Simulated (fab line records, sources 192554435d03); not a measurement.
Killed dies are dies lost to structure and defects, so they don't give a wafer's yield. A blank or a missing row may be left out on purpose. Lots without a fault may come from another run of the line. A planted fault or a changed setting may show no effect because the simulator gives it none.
Chamber matching | flow n5_finfet | N5_BEOL_M9_ETCH_65 on rie_diel-03: 4 sister chambers
The step etches SiARC in CF4, target depth 15.6 nm, time 26 s. 8 wafers are shown with their chamber, then 9 later ones without.

WAFERS WITH THEIR CHAMBER
wafer  | chamber | showerhead_plenum_p_Torr (Torr) | drypump_motor_current_A (A)
L075.5 | 0       | 2.09                            | 5.9
L080.1 | 3       | 2.22                            | 4.9
L084.1 | 3       | 2.21                            | 4.9
L084.2 | 2       | 2.19                            | 5.9
L084.3 | 0       | 2.09                            | 5.9
L084.4 | 1       | 2.13                            | 5.4
L084.5 | 2       | 2.19                            | 5.9
L084.6 | 1       | 2.13                            | 5.3

WAFERS WITHOUT THEIR CHAMBER
wafer  | showerhead_plenum_p_Torr (Torr) | drypump_motor_current_A (A)
L085.2 | 2.21                            | 4.8
L085.4 | 2.09                            | 5.9
L085.6 | 2.21                            | 4.8
L093.2 | 2.13                            | 5.4
L093.5 | 2.18                            | 6.0
L093.6 | 2.21                            | 4.9
L096.3 | 2.18                            | 6.0
L096.5 | 2.21                            | 4.8
L096.6 | 2.08                            | 6.0

WHICH CHAMBER EACH WENT THROUGH
wafer  | from the rows above | in truth
L085.2 | 3                   | 3
L085.4 | 0                   | 0
L085.6 | 3                   | 3
L093.2 | 1                   | 1
L093.5 | 2                   | 2
L093.6 | 3                   | 3
L096.3 | 2                   | 2
L096.5 | 3                   | 3
L096.6 | 0                   | 0
Placed correctly: 9 of 9. Can't be placed from these rows: 0. Placed wrongly: 0.
How it was worked out, from the rows above alone: a wafer's distance from a chamber is the root of the sum, over the readings, of the square of ((its reading less the chamber's mean) divided by the reading's scatter). The wafer belongs to the nearest chamber; if the next one is less than 2 further off, it can't be placed. A chamber's mean is the mean of its shown wafers. The scatter: the root of (the sum of the squares of (reading less its chamber's mean) over the shown wafers, divided by (wafers less chambers)).
